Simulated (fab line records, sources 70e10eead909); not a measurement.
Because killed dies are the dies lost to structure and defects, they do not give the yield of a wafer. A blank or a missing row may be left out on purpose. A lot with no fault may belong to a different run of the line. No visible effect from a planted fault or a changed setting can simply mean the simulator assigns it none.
8D (eight disciplines) problem report, filled in by code | flow nand_harc | the parts of the form that need people (team, actions taken, sign-off) are left out

1. THE ISSUE
time_to_endpoint_s at NHARC_A_BLC_CMP_25 reads a mean of 14 s on 2 wafers of 2 lots; wafers without a fault read 30 s with a standard deviation of 3. That puts it -5.2 standard deviations away from the usual mean.
The step: polishes, t overpolish 30 s, target thk 150 nm.
Seen first at day 24 03:41 on cmp-04, wafer L659.6. Wafers with a number at this step in the record: 39, from 13 lots. Rule for "out" (also "out of limits"): further than 4 standard deviations from the usual mean. Any other wafer with a number is counted as sound.

2. WHAT IT IS AND WHAT IT IS NOT
question                    | is                 | is not
which readings at this step | time_to_endpoint_s | motor_current_A, slurry_filter_dp_kPa
which lots                  | L659, L662         | L654, L655, L656, L657, L660, L672, L673, L674, L675, L676, L677
which wafers of those lots  | L659.6, L662.4     | L659.2, L659.3, L662.2, L662.3
read on which tools         | cmp-04             | cmp-01, cmp-02
when                        | from day 24 03:41  | up to then (17 sound wafers); but 20 sound wafers of L662, L672, L673, L674, L675, L676, L677 came after

3. WHAT RULES OUT EACH SUSPECT
Counting: a tool at a process step up to the reading stays a suspect if it ran every lot that is out. Sound lots after the first of them don't rule it out here, since some wafers of a struck lot are sound.
- cmp-04 at NHARC_A_BLC_CMP_25 (polishes, t overpolish 30 s, target thk 150 nm): kept. It processed each lot that is out (first: L659, day 24 03:41); up to then, its last sound lot is L660 (day 24 03:21). On those wafers its own readings are out: time_to_endpoint_s.
- At NHARC_A_BLC_CMP_25, inside cmp-04: chamber 1 took the wafers that are out, while their sound lot-mates went through chambers 0, 2, 3.
After counting, what remains is cmp-04 at NHARC_A_BLC_CMP_25.

4. THE CAUSE (what the simulator had put in)
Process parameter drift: cmp-04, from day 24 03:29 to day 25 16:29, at NHARC_A_BLC_CMP_25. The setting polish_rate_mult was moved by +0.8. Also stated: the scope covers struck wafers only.
After counting, this tool was the only one left.

5. THE EFFECT CHAIN, in route order
Each row: a reading whose mean over the struck wafers that have a number lies more than 3 standard deviations from the usual. Readings are gone through only where the record gives a usual standard deviation; hours: the median, over the lots, of the time from a lot's start at the first step in this table giving one to that lot's start at this step; sigmas: the change measured in usual standard deviations.
hours | step               | reading            | usual | on struck wafers | change | sigmas
0     | NHARC_A_BLC_CMP_25 | time_to_endpoint_s | 30 s  | 14               | -16    | -5.2
Its process steps:
- NHARC_A_BLC_CMP_25: polishes, t overpolish 30 s, target thk 150 nm.
Later measuring or inspecting steps at which every struck wafer that the step has a row for has a number for every such reading, and none has moved that far: NHARC_A_BLC_INSPECT_28.

6. HOW IT WOULD HAVE BEEN CAUGHT EARLIER
0 hours passed between the start of the fault at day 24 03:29 and the first reading out of limits in this record, taken at day 24 03:41.
